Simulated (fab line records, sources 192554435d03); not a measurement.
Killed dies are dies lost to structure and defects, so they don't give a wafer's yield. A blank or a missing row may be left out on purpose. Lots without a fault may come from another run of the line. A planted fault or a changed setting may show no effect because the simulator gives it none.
fab line records | flow n5_finfet
record lots=24 wafers=72 last_day=17
route steps=1938 shown BEOL_M13@1705 BEOL_M14@1762 BEOL_M15@1784
lots that met no fault: from a run of the same line without faults
start_h: hours from the record's first day to the start of the lot's first wafer shown | wait_h: hours since the lot's step before | " the same as in the row above | L1.1+2: a row that stands for several wafers | - no value, or no start given | * or withheld: withheld | < > ~ a bound
route shown NAME@n: a module of which the file shows steps, and the number in the route of the first | usual: mean/standard deviation of fault-free wafers | same: alike in all rows | chamber/n: place in a boat | sites: the reading at each site | _std_site: their standard deviation | _edge_site: outer sites' mean less inner sites' | radius_mm: how far each site lies from the wafer's centre | mask NAME#n: copy n | behind: the tool/chamber that last shaped the wafer | hold: why the lot was held/for how many hours/how that ended | device: the transistor (n, p or np) that didn't switch | end of line: the same wafers' tests at the end of the route | a step without rows: its recipe alone | killed: dies lost to structure and defects at the first sort, not the wafer's yield | map: a wafer's dies, x killed, . not, _ none there
set.NAME: the setting as run; set.NAME@STEP: as run at that earlier step | model.NAME: the simulator's own value behind a step, which no gauge read
steps of the route over a sample of lots; a table a step, a row a wafer
services: from which hour (start_h, from the record's first day; less than 0 if before it) a tool's chamber was out of use, for how many hours, and why
## steps
# step N5_BEOL_M13_SPUTTER_43
# recipe material=TaN target_thk_a=150 temp_c=50 bias_v=168.6 power_w=15000 chamber_pressure_pa=0.12 time_s=24.19
# usual throttle_valve_pct=30.0/1.5
# columns lot.wafer tool chamber start_h wait_h throttle_valve_pct
L075.1 pvd_sputter-02 - 246.90 0.0 27.7
L075.3 " - " " 32.0
L075.6 " - " " 31.6
L074.2 pvd_sputter-03 - 253.47 0.0 29.5
L074.4 " - " " 31.5
L074.5 " - " " 28.9
L077.2 pvd_sputter-02 - 253.51 0.0 31.6
L077.3 " - " " 27.9
L077.6 " - " " 31.8
L078.2 pvd_sputter-01 - 259.98 0.0 31.0
L078.3 " - " " 28.4
L078.5 " - " " 28.4
L079.1 pvd_sputter-03 - 267.01 0.0 31.3
L079.4 " - " " 29.6
L079.6 " - " " 31.6
L076.1 pvd_sputter-01 - 267.34 0.0 30.7
L076.2 " - " " 28.3
L076.3 " - " " 30.2
L080.2 pvd_sputter-03 - 277.66 0.0 29.6
L080.3 " - " " 29.1
L080.6 " - " " 29.1
L081.2 pvd_sputter-02 - 277.72 0.0 30.5
L081.3 " - " " 31.3
L081.4 " - " " 27.7
L082.1 pvd_sputter-01 - 281.91 0.0 28.5
L082.2 " - " " 30.9
L082.4 " - " " 28.5
L083.1 pvd_sputter-03 - 294.91 0.0 32.0
L083.3 " - " " 31.4
L083.6 " - " " 31.4
L084.1 pvd_sputter-02 - 298.80 0.0 27.9
L084.5 " - " " 31.9
L084.6 " - " " 31.2
L087.2 pvd_sputter-01 - 312.48 0.0 30.0
L087.5 " - " " 30.0
L087.6 " - " " 28.4
L085.4 pvd_sputter-01 - 314.14 0.0 28.4
L085.5 " - " " 30.0
L085.6 " - " " 28.3
L088.1 pvd_sputter-01 - 319.08 0.0 31.2
L088.2 " - " " 28.3
L088.6 " - " " 30.2
L086.1 pvd_sputter-02 - 323.22 0.0 27.6
L086.3 " - " " 31.6
L086.4 " - " " 30.3
L089.1 pvd_sputter-01 - 328.42 0.0 30.8
L089.3 " - " " 28.2
L089.5 " - " " 30.7
L090.3 pvd_sputter-02 - 336.46 0.0 32.0
L090.4 " - " " 30.2
L090.6 " - " " 27.6
L091.1 pvd_sputter-02 - 341.20 0.0 27.9
L091.3 " - " " 30.0
L091.5 " - " " 27.7
L093.1 pvd_sputter-02 - 345.86 0.0 31.6
L093.3 " - " " 30.4
L093.4 " - " " 27.8
L092.1 pvd_sputter-01 - 354.78 0.0 28.1
L092.2 " - " " 30.1
L092.6 " - " " 28.3
L095.2 pvd_sputter-01 - 363.02 0.0 28.7
L095.3 " - " " 29.8
L095.5 " - " " 30.0
L094.1 pvd_sputter-02 - 363.55 0.0 32.0
L094.5 " - " " 30.6
L094.6 " - " " 32.0
L096.1 pvd_sputter-02 - 366.41 0.0 30.4
L096.2 " - " " 27.5
L096.5 " - " " 32.1
L097.2 pvd_sputter-01 - 375.29 0.0 28.6
L097.3 " - " " 28.5
L097.6 " - " " 30.1
# step N5_BEOL_M14_SPUTTER_43
# recipe material=TaN target_thk_a=150 temp_c=50 bias_v=168.6 power_w=15000 chamber_pressure_pa=0.12 time_s=24.19
# usual throttle_valve_pct=30.0/1.5
# columns lot.wafer tool chamber start_h wait_h throttle_valve_pct
L075.1 pvd_sputter-02 - 254.35 0.0 31.4
L075.3 " - " " 32.1
L075.6 " - " " 30.2
L074.2 pvd_sputter-03 - 258.76 0.0 29.6
L074.4 " - " " 31.4
L074.5 " - " " 32.0
L077.2 pvd_sputter-03 - 261.36 0.0 28.9
L077.3 " - " " 31.5
L077.6 " - " " 31.4
L078.2 pvd_sputter-02 - 267.04 0.0 31.5
L078.3 " - " " 32.3
L078.5 " - " " 31.9
L079.1 pvd_sputter-02 - 273.26 0.0 32.1
L079.4 " - " " 30.5
L079.6 " - " " 30.2
L076.1 pvd_sputter-02 - 276.74 0.0 31.4
L076.2 " - " " 32.1
L076.3 " - " " 30.0
L080.2 pvd_sputter-02 - 281.91 0.0 27.7
L080.3 " - " " 31.6
L080.6 " - " " 27.9
L081.2 pvd_sputter-01 - 282.35 0.0 29.6
L081.3 " - " " 30.9
L081.4 " - " " 28.6
L082.1 pvd_sputter-02 - 286.79 0.0 31.7
L082.2 " - " " 27.6
L082.4 " - " " 30.2
L083.1 pvd_sputter-03 - 299.26 0.0 31.4
L083.3 " - " " 32.0
L083.6 " - " " 29.8
L084.1 pvd_sputter-02 - 306.10 0.0 27.8
L084.5 " - " " 31.4
L084.6 " - " " 27.9
L087.2 pvd_sputter-02 - 316.80 0.0 27.6
L087.5 " - " " 31.5
L087.6 " - " " 32.1
L085.4 pvd_sputter-01 - 320.10 0.0 28.5
L085.5 " - " " 29.7
L085.6 " - " " 28.3
L088.1 pvd_sputter-01 - 323.24 0.0 30.6
L088.2 " - " " 28.4
L088.6 " - " " 28.3
L086.1 pvd_sputter-03 - 328.80 0.0 29.0
L086.3 " - " " 32.0
L086.4 " - " " 31.6
L089.1 pvd_sputter-01 - 334.75 0.0 31.0
L089.3 " - " " 28.2
L089.5 " - " " 28.2
L090.3 pvd_sputter-01 - 345.88 0.0 29.6
L090.4 " - " " 28.6
L090.6 " - " " 28.5
L091.1 pvd_sputter-01 - 346.90 0.0 30.0
L091.3 " - " " 30.9
L091.5 " - " " 28.6
L093.1 pvd_sputter-03 - 349.66 0.0 29.7
L093.3 " - " " 28.9
L093.4 " - " " 31.7
L092.1 pvd_sputter-02 - 362.59 0.0 27.6
L092.2 " - " " 30.1
L092.6 " - " " 30.4
L095.2 pvd_sputter-01 - 372.07 0.0 30.0
L095.3 " - " " 30.7
L095.5 " - " " 30.9
L094.1 pvd_sputter-01 - 372.75 0.0 28.2
L094.5 " - " " 30.7
L094.6 " - " " 28.7
L096.1 pvd_sputter-02 - 374.16 0.0 27.9
L096.2 " - " " 32.0
L096.5 " - " " 31.7
L097.2 pvd_sputter-01 - 380.36 0.0 28.3
L097.3 " - " " 28.6
L097.6 " - " " 28.3
# step N5_BEOL_M14_SPUTTER_44
# recipe material=Ta target_thk_a=150 temp_c=50 bias_v=80 power_w=15000 chamber_pressure_pa=0.07 time_s=24.19
# usual throttle_valve_pct=30.1/1.5
# columns lot.wafer tool chamber start_h wait_h throttle_valve_pct
L075.1 pvd_sputter-02 - 254.43 0.0 31.4
L075.3 " - " " 32.2
L075.6 " - " " 30.1
L074.2 pvd_sputter-03 - 258.84 0.0 29.7
L074.4 " - " " 31.6
L074.5 " - " " 32.2
L077.2 pvd_sputter-03 - 261.44 0.0 28.9
L077.3 " - " " 31.3
L077.6 " - " " 31.6
L078.2 pvd_sputter-02 - 267.12 0.0 31.4
L078.3 " - " " 32.1
L078.5 " - " " 31.7
L079.1 pvd_sputter-02 - 273.34 0.0 31.9
L079.4 " - " " 30.3
L079.6 " - " " 30.2
L076.1 pvd_sputter-02 - 276.82 0.0 31.8
L076.2 " - " " 32.2
L076.3 " - " " 30.3
L080.2 pvd_sputter-02 - 281.99 0.0 27.8
L080.3 " - " " 31.4
L080.6 " - " " 27.4
L081.2 pvd_sputter-01 - 282.43 0.0 29.9
L081.3 " - " " 30.6
L081.4 " - " " 28.4
L082.1 pvd_sputter-02 - 286.87 0.0 32.2
L082.2 " - " " 27.5
L082.4 " - " " 30.3
L083.1 pvd_sputter-03 - 299.34 0.0 31.5
L083.3 " - " " 31.7
L083.6 " - " " 29.8
L084.1 pvd_sputter-02 - 306.18 0.0 27.7
L084.5 " - " " 31.7
L084.6 " - " " 27.8
L087.2 pvd_sputter-02 - 316.88 0.0 27.7
L087.5 " - " " 31.6
L087.6 " - " " 31.9
L085.4 pvd_sputter-01 - 320.18 0.0 28.5
L085.5 " - " " 29.9
L085.6 " - " " 28.6
L088.1 pvd_sputter-01 - 323.32 0.0 30.9
L088.2 " - " " 28.3
L088.6 " - " " 28.6
L086.1 pvd_sputter-03 - 328.88 0.0 29.1
L086.3 " - " " 31.8
L086.4 " - " " 31.9
L089.1 pvd_sputter-01 - 334.83 0.0 30.9
L089.3 " - " " 28.1
L089.5 " - " " 28.2
L090.3 pvd_sputter-01 - 345.96 0.0 30.0
L090.4 " - " " 28.3
L090.6 " - " " 28.3
L091.1 pvd_sputter-01 - 346.98 0.0 30.1
L091.3 " - " " 30.8
L091.5 " - " " 28.0
L093.1 pvd_sputter-03 - 349.74 0.0 29.9
L093.3 " - " " 28.9
L093.4 " - " " 31.7
L092.1 pvd_sputter-02 - 362.67 0.0 28.0
L092.2 " - " " 30.3
L092.6 " - " " 30.1
L095.2 pvd_sputter-01 - 372.15 0.0 30.2
L095.3 " - " " 30.9
L095.5 " - " " 30.8
L094.1 pvd_sputter-01 - 372.83 0.0 28.5
L094.5 " - " " 30.8
L094.6 " - " " 28.3
L096.1 pvd_sputter-02 - 374.24 0.0 27.7
L096.2 " - " " 32.1
L096.5 " - " " 31.7
L097.2 pvd_sputter-01 - 380.44 0.0 28.3
L097.3 " - " " 28.4
L097.6 " - " " 28.3
# step N5_BEOL_M14_CMP_49
# recipe stop_on=SiO2 t_overpolish_s=5.2 down_force_psi=2 platen_rpm=80 clearing_platen_down_force_psi=2 clearing_platen_rpm=80 post_cmp_clean=cu_alkaline target_thk_nm=560 clearing_platen_pad_velocity_m_s=1.5917 pad_velocity_m_s=1.5917
# usual barrier_field_endpoint_s=11.40/0.28 motor_current_A=7.8/0.98 overpolish_run_s=5.200/0.0092 time_to_endpoint_s=122/4.1
# columns lot.wafer tool chamber start_h wait_h barrier_field_endpoint_s motor_current_A overpolish_run_s time_to_endpoint_s
L075.1 cmp-01 3 255.12 0.3 11.11 6.4 5.198 122
L075.3 " 1 " " 11.31 8.1 5.197 118
L075.6 " 3 " " 10.97 6.4 5.189 119
L074.4 cmp-01 0 259.56 0.2 10.79 7.4 5.210 115
L074.2 " 2 " " 10.83 10.1 5.202 114
L074.5 " 3 " " 10.86 6.6 5.193 114
L077.2 cmp-02 0 262.12 0.2 11.35 7.5 5.199 121
L077.3 " 3 " " 11.23 8.7 5.196 121
L077.6 " 0 " " 11.29 7.6 5.193 125
L078.2 cmp-01 0 267.99 0.2 11.25 7.3 5.204 121
L078.3 " 1 " " 11.35 8.2 5.204 121
L078.5 " 3 " " 11.21 6.4 5.200 120
L079.1 cmp-02 3 274.30 0.3 11.10 7.8 5.187 118
L079.4 " 0 " " 11.19 7.4 5.210 120
L079.6 " 1 " " 11.17 9.0 5.200 122
L076.3 cmp-01 1 277.97 0.2 11.50 7.8 5.204 125
L076.2 " 3 " " 11.27 6.5 5.199 119
L076.1 " 0 " " 11.26 7.4 5.185 125
L080.3 cmp-04 2 283.04 0.2 11.17 6.8 5.190 121
L080.2 " 3 " " 11.78 8.4 5.213 124
L080.6 " 0 " " 11.54 7.2 5.209 123
L081.3 cmp-01 1 283.15 0.2 11.74 8.2 5.209 122
L081.4 " 2 " " 11.60 9.7 5.190 120
L081.2 " 3 " " 11.92 6.2 5.192 126
L082.4 cmp-04 0 287.55 0.1 11.66 6.8 5.193 128
L082.2 " 1 " " 11.93 7.8 5.199 133
L082.1 " 3 " " 11.49 8.1 5.195 122
L083.3 cmp-04 2 300.33 0.2 11.00 7.1 5.193 119
L083.1 " 3 " " 11.19 8.3 5.201 124
L083.6 " 2 " " 11.11 6.8 5.212 121
L084.1 cmp-02 1 306.97 0.3 11.68 8.7 5.205 123
L084.6 " 0 " " 11.59 8.0 5.200 123
L084.5 " 1 " " 11.58 8.6 5.196 123
L087.2 cmp-02 3 317.66 0.3 11.57 7.9 5.207 124
L087.5 " 1 " " 11.72 8.6 5.196 127
L087.6 " 2 " " 11.12 7.5 5.204 116
L085.4 cmp-02 1 320.99 0.2 12.12 9.1 5.208 130
L085.6 " 2 " " 11.25 7.5 5.205 119
L085.5 " 3 " " 11.77 7.9 5.203 126
L088.1 cmp-01 3 324.26 0.5 11.66 6.2 5.207 118
L088.2 " 1 " " 11.59 8.3 5.197 124
L088.6 " 3 " " 11.34 6.6 5.203 122
L086.4 cmp-01 3 330.16 0.2 10.90 6.3 5.193 116
L086.1 " 0 " " 11.29 7.6 5.180 122
L086.3 " 1 " " 11.34 8.1 5.207 117
L089.3 cmp-01 0 335.55 0.2 11.79 7.6 5.200 126
L089.1 " 2 " " 11.16 10.5 5.206 118
L089.5 " 3 " " 11.59 6.4 5.199 121
L090.3 cmp-01 3 346.91 0.2 11.62 6.3 5.201 121
L090.4 " 1 " " 11.34 8.1 5.190 124
L090.6 " 3 " " 11.04 6.2 5.186 120
L091.1 cmp-02 1 347.98 0.3 11.79 8.6 5.187 127
L091.3 " 3 " " 11.27 8.3 5.216 119
L091.5 " 1 " " 11.78 8.9 5.192 124
L093.1 cmp-04 0 350.67 0.3 11.12 7.2 5.203 117
L093.3 " 1 " " 11.26 7.9 5.199 125
L093.4 " 3 " " 11.10 8.1 5.195 126
L092.1 cmp-04 0 363.48 0.3 11.72 7.1 5.200 122
L092.2 " 2 " " 11.43 7.1 5.175 122
L092.6 " 3 " " 11.73 8.1 5.203 124
L095.3 cmp-04 0 372.83 0.2 11.44 7.4 5.214 121
L095.2 " 1 " " 11.89 7.6 5.197 126
L095.5 " 1 " " 11.86 8.1 5.192 124
L094.1 cmp-04 1 373.55 0.3 11.81 8.2 5.196 126
L094.5 " 0 " " 11.41 7.3 5.194 118
L094.6 " 1 " " 11.75 7.9 5.217 128
L096.1 cmp-04 2 374.96 0.3 11.42 6.4 5.187 120
L096.2 " 0 " " 11.31 7.1 5.202 119
L096.5 " 2 " " 11.46 6.8 5.191 122
L097.2 cmp-01 0 381.14 0.2 11.27 7.7 5.201 122
L097.3 " 3 " " 11.03 6.5 5.205 117
L097.6 " 1 " " 11.53 8.0 5.204 123
# step N5_BEOL_M15_OVL_MEAS_11
# recipe points_per_wafer=44
# usual V14_OVL=2/5.8
# columns lot.wafer tool chamber start_h wait_h V14_OVL[nm]
L075.1 overlay-02 0 256.19 0.0 9
L075.3 " 0 " " 6
L075.6 " 0 " " 3
L074.2 overlay-02 0 260.72 0.0 -2
L074.4 " 0 " " -3
L074.5 " 0 " " -8
L077.2 overlay-01 0 263.32 0.0 -1
L077.3 " 0 " " -5
L077.6 " 0 " " -10
L078.2 overlay-02 0 269.02 0.0 -1
L078.3 " 0 " " 2
L078.5 " 0 " " 6
L079.1 overlay-02 0 275.30 0.0 7
L079.4 " 0 " " 0
L079.6 " 0 " " 2
L076.1 overlay-01 0 279.17 0.0 9
L076.2 " 0 " " 0
L076.3 " 0 " " 5
L080.2 overlay-01 0 284.04 0.0 6
L080.3 " 0 " " 2
L080.6 " 0 " " 5
L081.2 overlay-01 0 284.32 0.0 0
L081.3 " 0 " " 8
L081.4 " 0 " " 3
L082.1 overlay-02 0 288.62 0.0 15
L082.2 " 0 " " 4
L082.4 " 0 " " 0
L083.1 overlay-02 0 301.67 0.0 8
L083.3 " 0 " " 13
L083.6 " 0 " " 13
L084.1 overlay-02 0 308.13 0.0 -9
L084.5 " 0 " " 1
L084.6 " 0 " " -8
L087.2 overlay-02 0 318.78 0.0 11
L087.5 " 0 " " 1
L087.6 " 0 " " -3
L085.4 overlay-01 0 321.95 0.0 11
L085.5 " 0 " " 2
L085.6 " 0 " " 9
L088.1 overlay-01 0 325.30 0.0 10
L088.2 " 0 " " 9
L088.6 " 0 " " 8
L086.1 overlay-01 0 331.19 0.0 7
L086.3 " 0 " " -1
L086.4 " 0 " " 4
L089.1 overlay-02 0 336.71 0.0 4
L089.3 " 0 " " -5
L089.5 " 0 " " -2
L090.3 overlay-01 0 347.94 0.0 0
L090.4 " 0 " " 1
L090.6 " 0 " " -2
L091.1 overlay-01 0 349.17 0.0 5
L091.3 " 0 " " 2
L091.5 " 0 " " -3
L093.1 overlay-01 0 351.74 0.0 5
L093.3 " 0 " " 7
L093.4 " 0 " " -5
L092.1 overlay-02 0 364.64 0.0 4
L092.2 " 0 " " -1
L092.6 " 0 " " -3
L095.2 overlay-01 0 373.90 0.0 -3
L095.3 " 0 " " 1
L095.5 " 0 " " 4
L094.1 overlay-01 0 374.71 0.0 5
L094.5 " 0 " " 7
L094.6 " 0 " " 6
L096.1 overlay-01 0 376.00 0.0 6
L096.2 " 0 " " -1
L096.5 " 0 " " -1
L097.2 overlay-01 0 382.21 0.0 13
L097.3 " 0 " " -2
L097.6 " 0 " " 10
# step N5_BEOL_M15_ETCH_38
# recipe chemistry=CF4/N2 target=SiCN target_depth_a=1064 taper_deg=2 time_s=120.5 ion_energy_ev=150 mask_material=SiO2 pressure_mtorr=40 source_w=430 bias_w=70 Ar_flow_sccm=100 cf4_flow_sccm=60 n2_flow_sccm=60
# usual chamber_pressure_mTorr=40.00/0.037 drypump_motor_current_A=5.8/0.38 oes_product_au=0.78/0.057 rf_vpp_V=382.5/2.1 showerhead_plenum_p_Torr=2.21/0.084 throttle_valve_pct=15.42/0.25
# columns lot.wafer tool chamber start_h wait_h chamber_pressure_mTorr drypump_motor_current_A oes_product_au rf_hours_counter_h rf_vpp_V showerhead_plenum_p_Torr throttle_valve_pct
L075.1 rie_diel-04 1 - - 39.99 5.5 0.68 235 383.3 2.18 15.60
L075.3 " 0 " " 40.02 5.6 0.86 37 380.7 2.15 15.09
L075.6 " 0 " " 39.97 5.6 0.87 - 381.3 2.15 15.09
L074.2 rie_diel-02 0 - - 39.97 5.1 0.74 184 383.5 2.30 15.76
L074.4 " 1 " " 40.00 5.6 0.85 - 384.3 2.33 15.15
L074.5 " 0 " " 40.00 5.1 0.74 - 384.5 2.30 15.75
L077.2 rie_diel-04 3 - - 40.01 6.0 0.87 49 384.7 2.23 15.45
L077.3 " 0 " " 40.04 5.6 0.87 39 381.0 2.15 15.10
L077.6 " 1 " " 39.97 5.5 0.68 - 381.5 2.18 15.61
L078.2 rie_diel-06 2 - - 39.98 6.0 0.79 108 383.7 2.30 15.24
L078.3 " 3 " " 39.98 5.6 0.72 191 383.9 2.27 15.41
L078.5 " 1 " " 39.97 6.2 0.82 - 380.7 2.15 15.15
L079.1 rie_diel-04 3 - - 39.99 6.0 0.86 54 382.2 2.23 15.45
L079.4 " 0 " " 39.99 5.6 0.87 - 380.9 2.14 15.10
L079.6 " 2 " " 39.99 5.3 0.80 - 381.0 2.12 15.54
L076.1 rie_diel-06 1 - - 40.02 6.2 0.82 83 380.3 2.15 15.18
L076.2 " 2 " " 40.12 6.0 0.79 113 384.2 2.30 15.25
L076.3 " 3 " " 40.01 5.6 0.72 195 385.3 2.27 15.43
L080.2 rie_diel-06 1 - - 40.01 6.2 0.83 85 380.7 2.14 15.18
L080.3 " 0 " " 39.98 5.6 0.70 227 377.8 2.09 15.58
L080.6 " 1 " " 40.00 6.2 0.83 - 379.5 2.15 15.18
L081.2 rie_diel-02 2 - - 40.00 6.5 0.75 117 382.1 2.12 15.76
L081.3 " 1 " " 40.01 5.6 0.85 81 384.2 2.33 15.18
L081.4 " 3 " " 39.99 5.9 0.81 96 384.4 2.33 15.08
L082.1 rie_diel-04 3 - - 39.94 6.0 0.87 59 383.6 2.23 15.48
L082.2 " 0 " " 40.04 5.7 0.87 48 381.3 2.14 15.11
L082.4 " 0 " " 40.04 5.7 0.87 - 380.9 2.14 15.11
L083.1 rie_diel-02 0 - - 40.00 5.1 0.73 198 384.6 2.29 15.78
L083.3 " 3 " " 40.01 5.9 0.80 102 386.0 2.33 15.08
L083.6 " 3 " " 39.99 5.8 0.80 - 384.3 2.33 15.07
L084.1 rie_diel-04 1 - - 39.94 5.5 0.67 248 379.0 2.18 15.65
L084.5 " 2 " " 39.99 5.3 0.80 - 380.6 2.12 15.56
L084.6 " 1 " " 39.98 5.5 0.67 - 381.5 2.18 15.63
L087.2 rie_diel-02 2 - - 40.04 6.5 0.74 129 380.5 2.12 15.79
L087.5 " 1 " " 40.04 5.6 0.83 - 385.0 2.32 15.20
L087.6 " 0 " " 39.96 5.1 0.72 - 383.5 2.29 15.79
L085.4 rie_diel-04 2 - - 39.98 5.4 0.78 - 381.1 2.11 15.56
L085.5 " 3 " " 40.03 6.0 0.85 - 383.2 2.23 15.49
L085.6 " 0 " " 40.02 5.6 0.84 - 380.2 2.14 15.12
L088.1 rie_diel-02 1 - - 40.02 5.6 0.83 94 385.0 2.32 15.20
L088.2 " 3 " " 40.04 5.9 0.80 110 385.9 2.32 15.10
L088.6 " 3 " " 40.02 5.9 0.79 - 384.1 2.32 15.10
L086.1 rie_diel-06 2 - - 40.02 6.0 0.78 129 385.7 2.30 15.27
L086.3 " 3 " " 39.92 5.6 0.71 211 384.8 2.26 15.45
L086.4 " 1 " " 39.96 6.2 0.81 96 379.6 2.14 15.20
L089.1 rie_diel-06 0 - - 39.96 5.6 0.69 242 379.0 2.08 15.63
L089.3 " 2 " " 39.98 6.0 0.77 131 387.6 2.29 15.29
L089.5 " 2 " " 40.04 6.0 0.78 - 383.8 2.29 15.29
L090.3 rie_diel-06 0 - - 40.01 5.6 0.68 246 380.0 2.08 15.64
L090.4 " 1 " " 39.91 6.2 0.80 102 380.9 2.14 15.22
L090.6 " 3 " " 39.98 5.6 0.71 - 383.9 2.26 15.48
L091.1 rie_diel-02 2 - - 39.99 6.5 0.74 138 381.2 2.11 15.80
L091.3 " 1 " " 40.08 5.6 0.82 101 384.9 2.32 15.22
L091.5 " 2 " " 39.99 6.5 0.74 - 381.5 2.11 15.78
L093.1 rie_diel-02 1 - - 40.00 5.6 0.81 104 385.6 2.32 15.24
L093.3 " 0 " " 39.98 5.1 0.71 213 382.9 2.29 15.82
L093.4 " 2 " " 39.99 6.5 0.73 141 380.9 2.11 15.82
L092.1 rie_diel-02 0 - - 40.06 5.1 0.70 216 384.5 2.29 15.83
L092.2 " 3 " " 40.06 5.8 0.78 122 385.4 2.32 15.13
L092.6 " 0 " " 39.94 5.1 0.71 - 384.4 2.29 15.81
L095.2 rie_diel-04 2 - - 39.95 5.3 0.77 153 380.5 2.11 15.60
L095.3 " 3 " " 39.99 6.0 0.82 88 383.6 2.22 15.52
L095.5 " 0 " " 39.99 5.6 0.81 - 380.5 2.13 15.16
L094.1 rie_diel-02 0 - - 39.99 5.1 0.71 220 383.9 2.28 15.82
L094.5 " 3 " " 39.96 5.9 0.79 - 384.1 2.32 15.14
L094.6 " 0 " " 39.99 5.1 0.71 - 384.3 2.28 15.83
L096.1 rie_diel-06 1 - - 39.92 6.2 0.79 111 380.6 2.14 15.22
L096.2 " 3 " " 39.98 5.6 0.71 226 384.1 2.26 15.47
L096.5 " 2 " " 39.99 6.0 0.76 - 384.3 2.29 15.31
L097.2 rie_diel-04 2 - - 40.00 5.4 0.77 156 379.3 2.11 15.61
L097.3 " 1 " " 39.98 5.5 0.92 10 382.4 2.17 15.18
L097.6 " 3 " " 39.96 6.0 0.82 - 382.8 2.22 15.52
## services
# columns tool chamber start_h hours kind
cmp-04 - 230.39 0.8 repair
rie_diel-02 3 240.22 32.8 repair
cmp-04 - 244.50 5.0 repair
cmp-02 - 256.81 4.4 pm
cmp-01 - 260.65 4.2 repair
rie_diel-04 1 279.44 3.4 repair
cmp-01 - 286.22 19.7 repair
rie_diel-04 2 293.66 8.2 repair
rie_diel-06 1 311.17 5.3 repair
rie_diel-04 1 317.63 - clean
rie_diel-04 1 317.63 - consumable_replace:focus_ring
rie_diel-04 1 317.63 25.8 scheduled_down
rie_diel-04 1 317.63 25.8 vent_cycle
cmp-04 - 320.90 7.0 repair
cmp-04 - 332.15 4.0 pm
cmp-04 - 336.15 - consumable_replace:conditioner
cmp-04 - 336.15 - consumable_replace:pad
pvd_sputter-03 - 355.18 4.5 repair
rie_diel-04 0 360.69 4.7 repair
rie_diel-04 2 360.94 2.5 repair
rie_diel-06 0 367.05 - clean
rie_diel-06 0 367.05 - consumable_replace:focus_ring
rie_diel-06 0 367.05 - consumable_replace:showerhead
rie_diel-04 1 371.84 5.3 repair
## key
fault none
